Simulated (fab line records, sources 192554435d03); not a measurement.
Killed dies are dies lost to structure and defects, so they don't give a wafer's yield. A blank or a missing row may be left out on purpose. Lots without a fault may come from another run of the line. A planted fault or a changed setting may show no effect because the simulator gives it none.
One fault seen from 2 desks | flow n5_finfet | each desk has only its own numbers; what lay behind them comes last

THE TOOL OWNER'S DESK: pecvd-04
The tool's own readings at N5_BEOL_M4_DEP_57 (deposits SiCN from 3MS/NH3, target thk 8 nm, time 14 s): means of the sampled wafers that have a number, for each lot that ran on this tool. A lot is out of limits, marked OUT, if its mean lies more than 4 standard deviations from the usual mean; the brackets give that distance.
Columns: A = showerhead_plenum_p_Torr at N5_BEOL_M4_DEP_57, usual 3.664 Torr; B = showerhead_vpp_V at N5_BEOL_M4_DEP_57, usual 895 V; C = throttle_valve_pct at N5_BEOL_M4_DEP_57, usual 8.8 %
lot  | first seen here | A     | B   | C
L446 | day 10 04:37    | 3.668 | 853 | 8.8
L449 | day 10 21:19    | 3.664 | 867 | 8.7
This desk's finding: nothing out of limits on any of the 2 lots.

THE METROLOGY DESK
What the gauges read, lot by lot, whatever tool the lot ran on: means of the sampled wafers that have a number. A lot is out of limits, marked OUT, if its mean lies more than 4 standard deviations from the usual mean; the brackets give that distance. Of its 12 readings 7 are shown: those that lie furthest out on some lot.
Columns: A = M4_THK at N5_BEOL_M4_THK_MEAS_53, usual 38.9 nm; B = M4_RS at N5_BEOL_M4_RS_MEAS_58, usual 0.68 ohm/sq; C = IOFF_N at N5_BEOL_M4_RC_MEAS_101, usual 0.159 nA/um; D = IOFF_P at N5_BEOL_M4_RC_MEAS_101, usual 0.21 nA/um; E = SS_N at N5_BEOL_M4_RC_MEAS_101, usual 71.4 mV/dec; F = VT_N at N5_BEOL_M4_RC_MEAS_101, usual 249.7 mV; G = VT_P at N5_BEOL_M4_RC_MEAS_101, usual -250 mV
lot  | first seen here | A    | B    | C     | D    | E    | F     | G
L442 | day 8 23:34     | 38.8 | 0.68 | 0.167 | 0.21 | 71.6 | 250.6 | -249
L446 | day 10 04:25    | 41.3 | 0.62 | 0.160 | 0.19 | 71.8 | 249.3 | -251
L449 | day 10 21:06    | 38.4 | 0.69 | 0.172 | 0.23 | 71.6 | 249.2 | -249
L453 | day 11 15:17    | 38.7 | 0.67 | 0.193 | 0.25 | 72.1 | 246.0 | -246
L458 | day 13 20:46    | 39.8 | 0.66 | 0.147 | 0.19 | 71.3 | 250.0 | -251
This desk's finding: nothing out of limits on any of the 5 lots.

PUT TOGETHER
The tool owner's desk saw nothing out of limits.
The metrology desk saw nothing out of limits.

WHAT THE SIMULATOR HAD PUT IN
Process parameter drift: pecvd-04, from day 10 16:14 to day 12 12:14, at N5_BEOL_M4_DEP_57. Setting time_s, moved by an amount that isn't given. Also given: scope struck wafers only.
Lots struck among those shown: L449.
